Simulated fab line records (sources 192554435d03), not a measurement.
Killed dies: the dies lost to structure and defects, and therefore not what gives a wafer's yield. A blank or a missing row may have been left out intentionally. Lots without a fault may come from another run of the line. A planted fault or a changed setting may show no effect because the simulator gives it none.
A lot that was struck, set against a sound lot | flow n5 finfet | 19 out of 1938 route steps
Sound: wafers L456.1, L456.2, L456.6. Wafers L466.3, L466.4, L466.5 were the ones struck. The cause is named last.
For every step that has rows: the tool of each side, followed by ch and its chambers, followed by its first start. Under that, the readings that differ: sound wafers | struck wafers | difference of the means | sigmas: that difference in standard deviations of wafers without a fault.
alike: readings with means less than 2 such deviations apart, plus words and numbers identical on both sides. not compared: withheld readings, readings lacking a value on some wafer, bounds such as >300 that could conceal the same value, and numbers that have no deviation in the record and whose values overlap.
The two part at a step that has a row with sigmas, a row that says differs or no value, or rows on one side only. Numbers that have no deviation but don't overlap get no sigmas and don't part them. A reading that every wafer of one side lacks parts them only if that side has two wafers or more.

N5_BEOL_M9_ETCH_62: etches SOC in N2/H2, target depth 110 nm, overetch 22 nm, time 165 s.
  sound on rie diel-01 ch 2,3, day 11 16:11; struck on rie diel-04 ch 0,1,2, day 14 18:46
  alike: drypump motor current A, oes product au, rf vpp V, showerhead plenum p Torr, throttle valve pct
  not compared: rf hours counter h
then, 1 step without rows for these wafers: N5_BEOL_M9_STRIP_68 (strips in N2/H2).
N5_BEOL_M9_STRIP_67: strips in CF4.
  sound on rie diel-01 ch 2,3, day 11 16:20; struck on rie diel-04 ch 0,1,2, day 14 18:55
  alike: drypump motor current A, oes product au, rf vpp V, showerhead plenum p Torr, throttle valve pct
  not compared: rf hours counter h
N5_BEOL_M9_HM_OPEN_17: chemistry Cl2/BCl3, target TiN, target depth 20 nm, overetch 6 nm.
  sound on rie metal-03 ch 0,1, day 11 16:22; struck on rie metal-03 ch 0,1, day 14 18:59
  alike: drypump motor current A, he backside leak sccm, oes_ar_750_au, oes product au, throttle valve pct
  not compared: rf hours counter h
N5_BEOL_M9_STRIP_19: strips in O2.
  sound on rie diel-04 ch 0,2,3, day 11 16:32; struck on rie diel-01 ch 0,1, day 14 19:11
  alike: drypump motor current A, oes product au, rf vpp V, showerhead plenum p Torr, throttle valve pct
  not compared: rf hours counter h
N5_BEOL_M9_CD_MEAS_18: pitch 140 nm, target cd 70 nm.
  struck on cd sem-01, day 14 19:15; sound on cd sem-01, day 11 16:37
  alike: cd nm
then, 6 steps without rows for these wafers: N5_BEOL_M9_COAT_63 (time 60 s, resist thk 60 nm); N5_BEOL_M9_COAT_64 (time 60 s, resist thk 12 nm); N5_BEOL_M9_COAT_75 (time 60 s, resist thk 5 nm); N5_BEOL_M9_COAT_22 (resist thk 30 nm); N5_BEOL_M9_EBR_24; N5_BEOL_M9_SOFTBAKE_23 (time 60 s).
N5_BEOL_M9_EXPOSE_25: exposes mask V8.
  sound on euv scanner-01 ch 0, day 11 17:26; struck on euv scanner-02 ch 0, day 14 19:56
  reading                         | sound       | struck      | difference | sigmas
  model.BEOL_M9.overlay x nm (nm) | 0.4 0.4 0.4 | 3.8 3.8 3.8 | +3.4       |
  alike: mask
then, 2 steps without rows for these wafers: N5_BEOL_M9_PEB_26 (peb time 60 s); N5_BEOL_M9_DEVELOP_27 (develop time 30 s).
N5_BEOL_M9_CD_MEAS_28: target cd 70 nm.
  sound on cd sem-02 ch 0, day 11 17:34; struck on cd sem-01 ch 0, day 14 20:03
  alike: cd nm
N5_BEOL_M9_OVL_MEAS_29:
  sound on overlay-02 ch 0, day 11 17:36; struck on overlay-02 ch 0, day 14 20:07
  reading     | sound        | struck      | difference | sigmas
  V8_OVL (nm) | -0.2 1.1 0.2 | 3.1 4.1 3.2 | +3.1       | +5
N5_BEOL_M9_INSPECT_30: inspects for defects (brightfield).
  struck on defect inspect-02, day 14 20:09; sound on defect inspect-02, day 11 17:40
  alike: raw defect count
-- here the record skips 3 days between the struck wafers' starts before and after, leaving off in module BEOL_M9 and picking up in module PASSIVATION (first step shown: number 1936 of the route) --
N5_PASSIVATION_PROBE_49:
  struck on prober-02, day 17 11:47; sound on prober-01, day 14 13:23
  alike: defect limited yield, killed_at_M0_to_M3, killed_at_M4_up, killed at contacts, killed at front end, killed at other, killed dies, killed open, killed short, sort_bin_4_leakage, sort_bin_5_function, sort_bin_6_memory, sort_bin_8_speed, sort n pass

## WHERE THEY PART
Only at N5_BEOL_M9_OVL_MEAS_29, within this record. Later steps at which nothing parts them and some readings are alike: N5_BEOL_M9_INSPECT_30, N5_PASSIVATION_PROBE_49.

WHY: the cause the simulator had injected
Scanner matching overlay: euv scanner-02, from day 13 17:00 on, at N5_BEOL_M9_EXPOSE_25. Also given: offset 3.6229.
